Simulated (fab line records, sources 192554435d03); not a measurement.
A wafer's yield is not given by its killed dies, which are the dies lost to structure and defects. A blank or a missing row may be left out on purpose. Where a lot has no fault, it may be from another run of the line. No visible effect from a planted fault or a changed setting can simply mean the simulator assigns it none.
Which of the tools did it? ; flow n5_finfet ; 10 lots with 28 wafers sampled at 5 steps, on a route of 1938 steps

== WHAT EACH GAUGE READ, for each wafer ==
N5_BEOL_M4_RC_MEAS_101. Usual: DIBL_N 36.2 mV/V, standard deviation 1.6; DIBL_P 36.5 mV/V, standard deviation 1.9; IOFF_N 0.158 nA/um, standard deviation 0.027; IOFF_P 0.21 nA/um, standard deviation 0.038; ION_N 675 uA/um, standard deviation 12; ION_P 464 uA/um, standard deviation 8.9; SS_N 71.5 mV/dec, standard deviation 0.61; SS_P 73.4 mV/dec, standard deviation 0.59; VT_N 250.4 mV, standard deviation 3; VT_P -250 mV, standard deviation 3.6.
lot;measured;on;DIBL_N (mV/V);DIBL_P (mV/V);IOFF_N (nA/um);IOFF_P (nA/um);ION_N (uA/um);ION_P (uA/um);SS_N (mV/dec);SS_P (mV/dec);VT_N (mV);VT_P (mV);flag
L852;day 7 20:24;prober-01;37.7 36.3 38.5;38.5 36.5 39.0;0.175 0.146 0.194;0.26 0.22 0.27;683 676 683;474 472 468;72.3 71.1 72.0;74.0 73.0 74.1;251.0 251.9 247.4;-247 -250 -245;
L853;day 8 02:20;prober-01;35.1 34.4 34.1;35.1 34.7 33.3;0.140 0.130 0.114;0.18 0.18 0.16;670 663 656;458 461 449;71.4 70.9 71.2;73.4 73.1 72.0;250.7 255.0 254.7;-254 -254 -255;
L855;day 8 18:03;prober-02;34.7 36.7 35.4;34.0 37.3 35.1;0.134 0.164 0.147;0.16 0.21 0.17;658 661 650;450 457 446;70.6 71.9 71.8;72.6 73.3 72.7;253.2 253.0 254.2;-257 -250 -256;
L857;day 9 10:29;prober-01;37.8 38.4 39.3;37.8 38.4 39.3;0.168 0.180 0.192;0.21 0.22 0.24;684 689 680;461 461 463;72.0 71.5 71.3;73.6 74.4 74.3;253.7 249.0 251.1;-250 -250 -253;
L860;day 10 03:17;prober-02;35.8 37.5;37.4 40.1;0.158 0.211;0.22 0.26;686 686;467 471;71.1 71.5;73.5 74.4;250.7 246.2;-249 -247;
L861;day 10 01:27;prober-01;35.0 35.1 34.2;35.7 35.6 33.3;0.139 0.144 0.128;0.19 0.20 0.17;672 683 671;468 468 462;71.4 71.3 70.5;73.3 72.9 73.1;252.1 252.2 254.2;-252 -251 -252;
L862;day 10 11:46;prober-01;34.9 38.2;35.8 39.0;0.142 0.209;0.19 0.25;671 705;463 474;70.5 72.8;73.5 73.6;251.0 246.5;-250 -246;
L863;day 11 11:46;prober-02;34.4 37.1 36.1;33.6 37.9 35.3;0.128 0.175 0.154;0.15 0.22 0.17;658 672 674;446 456 456;70.3 71.5 71.2;72.3 74.1 72.9;251.3 248.8 248.4;-258 -250 -251;
L866;day 12 11:15;prober-02;37.1 38.5 34.4;37.4 39.3 34.7;0.173 0.206 0.120;0.23 0.26 0.17;671 692 666;463 472 460;72.1 72.1 70.2;73.3 73.4 72.3;249.0 246.0 255.4;-249 -246 -254;
L874;day 14 01:01;prober-01;38.4 36.2 36.0;38.9 36.3 35.3;0.223 0.157 0.158;0.30 0.23 0.21;690 666 675;478 461 461;73.0 71.9 71.6;74.6 73.7 72.9;246.9 252.2 252.8;-245 -248 -252;

== WHAT TOOL EACH LOT RAN ON (gives the tool, then ch and the chambers of the sampled wafers, and finally the start) ==
lot;N5_GATE_CUT_VAPOR_ETCH_60;N5_GATE_CUT_ETCH_19;N5_GATE_CUT_CUT_ETCH_53;N5_GATE_CUT_VAPOR_ETCH_51
L852;rie_metal-02 ch 0,1, day 4 12:11;rie_diel-03 ch 2,3, day 4 16:09;rie_metal-03 ch 0,1, day 4 16:16;rie_metal-03 ch 0,1, day 4 16:30
L853;rie_metal-02 ch 0,1, day 4 21:26;rie_diel-06 ch 0,1, day 5 01:31;rie_metal-02 ch 0,1, day 5 01:38;rie_metal-02 ch 0,1, day 5 01:52
L855;rie_metal-01 ch 0, day 5 07:35;rie_diel-01 ch 0,1,2, day 5 11:17;rie_metal-03 ch 0,1, day 5 11:24;rie_metal-03 ch 0,1, day 5 11:38
L857;rie_metal-03 ch 0,1, day 5 22:01;rie_diel-01 ch 0,2, day 6 01:55;rie_metal-02 ch 0,1, day 6 02:02;rie_metal-02 ch 0,1, day 6 02:16
L860;rie_metal-03 ch 0,1, day 6 15:30;rie_diel-01 ch 1,2, day 6 19:24;rie_metal-03 ch 0,1, day 6 19:32;rie_metal-03 ch 0,1, day 6 19:46
L861;rie_metal-02 ch 0,1, day 6 17:25;rie_diel-01 ch 0,2,3, day 6 21:07;rie_metal-03 ch 0,1, day 6 21:15;rie_metal-03 ch 0,1, day 6 21:29
L862;rie_metal-03 ch 0,1, day 7 00:10;rie_diel-01 ch 1,2, day 7 03:58;rie_metal-01 ch 0,1, day 7 04:05;rie_metal-01 ch 0,1, day 7 04:19
L863;rie_metal-03 ch 0,1, day 7 07:44;rie_diel-03 ch 0,1,3, day 7 11:30;rie_metal-03 ch 0,1, day 7 11:50;rie_metal-03 ch 0,1, day 7 12:05
L866;rie_metal-03 ch 1, day 8 04:07;rie_diel-06 ch 0,1,2, day 8 07:59;rie_metal-01 ch 0,1, day 8 08:05;rie_metal-01 ch 0,1, day 8 08:20
L874;rie_metal-03 ch 0,1, day 10 04:00;rie_diel-03 ch 1,3, day 10 07:44;rie_metal-01 ch 1, day 10 07:50;rie_metal-01 ch 1, day 10 08:05
- N5_GATE_CUT_VAPOR_ETCH_60: etches HfO2 in BCl3/Cl2.
- N5_GATE_CUT_ETCH_19: etches SiNx in CH3F/O2, target depth 53.7 nm, time 76.7 s.
- N5_GATE_CUT_CUT_ETCH_53: etches W in SF6/Cl2, target depth 79.2 nm.
- N5_GATE_CUT_VAPOR_ETCH_51: etches HfO2 in BCl3/Cl2.

== AS READ BY THE TOOLS THEMSELVES (means over the sampled wafers that have a number; for cases with no such wafer, the mark the record gives instead) ==
N5_GATE_CUT_VAPOR_ETCH_60. Usual: drypump_motor_current_A 6.05 A, standard deviation 0.23; oes_product_au 0.73 a.u., standard deviation 0.11.
lot;tool;drypump_motor_current_A (A);oes_product_au (a.u.);flag
L852;rie_metal-02;5.67;0.62;
L853;rie_metal-02;5.68;0.61;
L855;rie_metal-01;6.29;0.80;
L857;rie_metal-03;6.05;0.76;
L860;rie_metal-03;6.04;0.72;
L861;rie_metal-02;5.65;0.61;
L862;rie_metal-03;6.09;0.73;
L863;rie_metal-03;6.03;0.75;
L866;rie_metal-03;5.98;0.80;
L874;rie_metal-03;6.05;0.74;

N5_GATE_CUT_ETCH_19. Usual: drypump_motor_current_A 5.6 A (standard deviation 0.57); etch_rf_on_time_s 77.1 s (standard deviation 1.5); mfc_ar_sccm 150.0 sccm (standard deviation 0.5); oes_product_au 0.66 a.u. (standard deviation 0.068); rf_vpp_V 296 V (standard deviation 6.9); showerhead_plenum_p_Torr 2.01 Torr (standard deviation 0.055); throttle_valve_pct 16.36 % (standard deviation 0.23).
lot;tool;drypump_motor_current_A (A);etch_rf_on_time_s (s);mfc_ar_sccm (sccm);oes_product_au (a.u.);rf_vpp_V (V);showerhead_plenum_p_Torr (Torr);throttle_valve_pct (%);flag
L852;rie_diel-03;5.8;76.7;149.8;0.61;295;2.04;16.55;
L853;rie_diel-06;5.8;77.9;150.0;0.65;295;1.94;16.45;
L855;rie_diel-01;5.3;75.8;150.1;0.67;293;2.04;16.41;
L857;rie_diel-01;5.5;75.6;149.9;0.68;293;2.02;16.53;
L860;rie_diel-01;5.4;87.7;150.1;0.60;294;2.05;16.33;OFF
L861;rie_diel-01;5.7;83.6;150.0;0.63;292;1.99;16.49;OFF
L862;rie_diel-01;5.4;82.1;149.9;0.62;293;2.05;16.33;OFF
L863;rie_diel-03;5.9;77.4;149.7;0.66;298;2.05;16.30;
L866;rie_diel-06;5.4;76.8;150.4;0.68;295;1.95;16.27;
L874;rie_diel-03;5.5;77.1;150.4;0.64;293;2.05;16.43;

N5_GATE_CUT_CUT_ETCH_53. Usual: drypump_motor_current_A 6.03 A, standard deviation 0.24; etch_rf_on_time_s 27.0 s, standard deviation 0.54; oes_product_au 0.66 a.u., standard deviation 0.11; throttle_valve_pct 28.94 %, standard deviation 0.26.
lot;tool;drypump_motor_current_A (A);etch_rf_on_time_s (s);oes_product_au (a.u.);throttle_valve_pct (%);flag
L852;rie_metal-03;6.09;27.3;0.62;29.02;
L853;rie_metal-02;5.66;27.4;0.55;29.28;
L855;rie_metal-03;6.02;27.3;0.68;28.92;
L857;rie_metal-02;5.57;27.4;0.55;29.12;
L860;rie_metal-03;6.08;27.4;0.65;28.99;
L861;rie_metal-03;6.01;27.4;0.67;28.94;
L862;rie_metal-01;6.22;26.4;0.63;28.92;
L863;rie_metal-03;6.03;27.6;0.66;28.94;
L866;rie_metal-01;6.21;26.5;0.83;28.76;
L874;rie_metal-01;6.19;26.4;0.84;28.86;

N5_GATE_CUT_VAPOR_ETCH_51. Usual: drypump_motor_current_A 6.03 A, standard deviation 0.24; oes_product_au 0.74 a.u., standard deviation 0.12.
lot;tool;drypump_motor_current_A (A);oes_product_au (a.u.);flag
L852;rie_metal-03;6.08;0.71;
L853;rie_metal-02;5.68;0.61;
L855;rie_metal-03;6.03;0.76;
L857;rie_metal-02;5.56;0.62;
L860;rie_metal-03;6.07;0.72;
L861;rie_metal-03;6.04;0.75;
L862;rie_metal-01;6.22;0.70;
L863;rie_metal-03;6.04;0.75;
L866;rie_metal-01;6.22;0.93;
L874;rie_metal-01;6.16;0.94;

== THE ANSWER, worked out from the rows above alone ==
Rule: lot off if the mean of its wafers having a number is beyond 3 standard deviations from the usual mean. A lot without any number at a reading at which 4 lots or more have one is off too. All remaining lots with rows at the step are treated as sound. The gauges are gone through in route order, then the tools' own readings, and for those a lot's mean is taken as printed above. The first step at which some lot is off is used, and at that step the reading that is off furthest; a lot without a number counts as furthest.
Off, at N5_GATE_CUT_ETCH_19 on etch_rf_on_time_s: L860, L861, L862.
If a tool, at that step or one of the process steps before it, ran each lot that is off and ran no sound lot following the first of them, it fits. One fits: rie_diel-01 at N5_GATE_CUT_ETCH_19. Its last sound lot is L857 (day 6 01:55), its first lot that is off L860 (day 6 19:24): a fault that began between those two fits.
The tool's own readings at N5_GATE_CUT_ETCH_19 bear it out: on the lots that are off they differ by more than 5 times the standard deviation of the sound lots' means. etch_rf_on_time_s reads 84.5 s there against 76.8 s on the sound lots.

== WHAT THE SIMULATOR PUT IN ==
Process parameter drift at N5_GATE_CUT_ETCH_19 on rie_diel-01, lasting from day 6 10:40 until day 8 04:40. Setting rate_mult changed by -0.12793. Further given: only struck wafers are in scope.
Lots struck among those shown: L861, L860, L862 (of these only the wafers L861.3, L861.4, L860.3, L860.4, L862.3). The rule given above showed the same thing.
